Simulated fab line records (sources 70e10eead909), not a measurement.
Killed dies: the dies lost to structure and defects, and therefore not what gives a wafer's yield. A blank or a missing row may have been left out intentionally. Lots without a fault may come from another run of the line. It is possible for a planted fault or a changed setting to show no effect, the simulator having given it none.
A struck lot beside a sound one || flow nand harc || 13 steps out of a route of 1159
Sound: these wafers, L522.1, L522.2, L522.5. Wafers L534.1, L534.4, L534.5 were the ones struck. The cause is given at the end.
Order at every step that has rows: each side's tool, ch and its chambers, its first start. Under that, the readings that differ: sound wafers || struck wafers || difference of the means || sigmas: that difference in standard deviations of wafers without a fault.
alike: words and numbers the same on both sides, and readings whose means are apart by under 2 such deviations; not compared: readings that were withheld, readings missing a value for some wafer, numbers with overlapping values and no deviation given by the record, and bounds like >300 which may hide the same value.
A row with sigmas, a row that says differs or no value, or rows on one side alone: a step with any of these is where the two part. Non-overlapping numbers with no deviation appear without sigmas and do not part them. A reading missing from all wafers of one side parts the sides only when that side holds two or more wafers.

first, 1 step without rows for these wafers: NHARC_A_CONTACT_STRIP_27 (strips in post etch residue remover, time 600 s).
NHARC_A_CONTACT_ALD_18: deposits TiN, target thk 3 nm, pulse time 1 s, ald cycles 150.
  sound on ald metal-01 ch 0,1,3, day 19 14:32; struck on ald metal-01 ch 0,1, day 21 05:21
  alike: heater power w, precursor pulse height rel
NHARC_A_CONTACT_CVD_19: deposits W, target thk 300 nm, time 802 s.
  sound: cvd w-02 ch 0,1; struck: cvd w-02 ch 1
  alike: heater power w, throttle valve pct
NHARC_A_CONTACT_CMP_20: polishes, t overpolish 30 s, target thk 300 nm.
  sound on cmp-02 ch 0,1,2, day 19 15:34; struck on cmp-02 ch 2,3, day 21 06:44
  alike: motor current A, overpolish run s, slurry flow ml min, time to endpoint s
after that, 1 step had no rows for these wafers: NHARC_A_CONTACT_SRD_22.
NHARC_A_CONTACT_INSPECT_23:
  sound on defect inspect-02, day 19 15:59; struck on defect inspect-02, day 21 07:07
  alike: raw defect count
then, 5 steps without rows for these wafers: NHARC_A_BLC_DEHYDRATE_00 (time 120 s); NHARC_A_BLC_HMDS_01 (time 30 s); NHARC_A_BLC_COAT_02 (time 75 s); NHARC_A_BLC_COAT_03 (time 65 s); NHARC_A_BLC_COAT_04 (resist thk 90 nm).
NHARC_A_BLC_SOFTBAKE_05: time 55 s.
  sound on litho track-04 ch 0, day 19 16:00; struck on litho track-04 ch 0, day 21 07:00
{"reading": "heater power total W (W)", "sound": "188.40 188.44 188.54", "struck": "181.89 182.18 181.89", "difference": -6.47, "sigmas": -46}
after that, 1 step had no rows for these wafers: NHARC_A_BLC_EBR_06.

== WHERE THEY PART ==
At NHARC_A_BLC_SOFTBAKE_05 and nowhere else, as far as this record goes.

WHY: the cause the simulator had injected
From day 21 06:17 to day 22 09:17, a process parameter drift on litho track-04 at NHARC_A_BLC_SOFTBAKE_05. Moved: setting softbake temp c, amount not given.
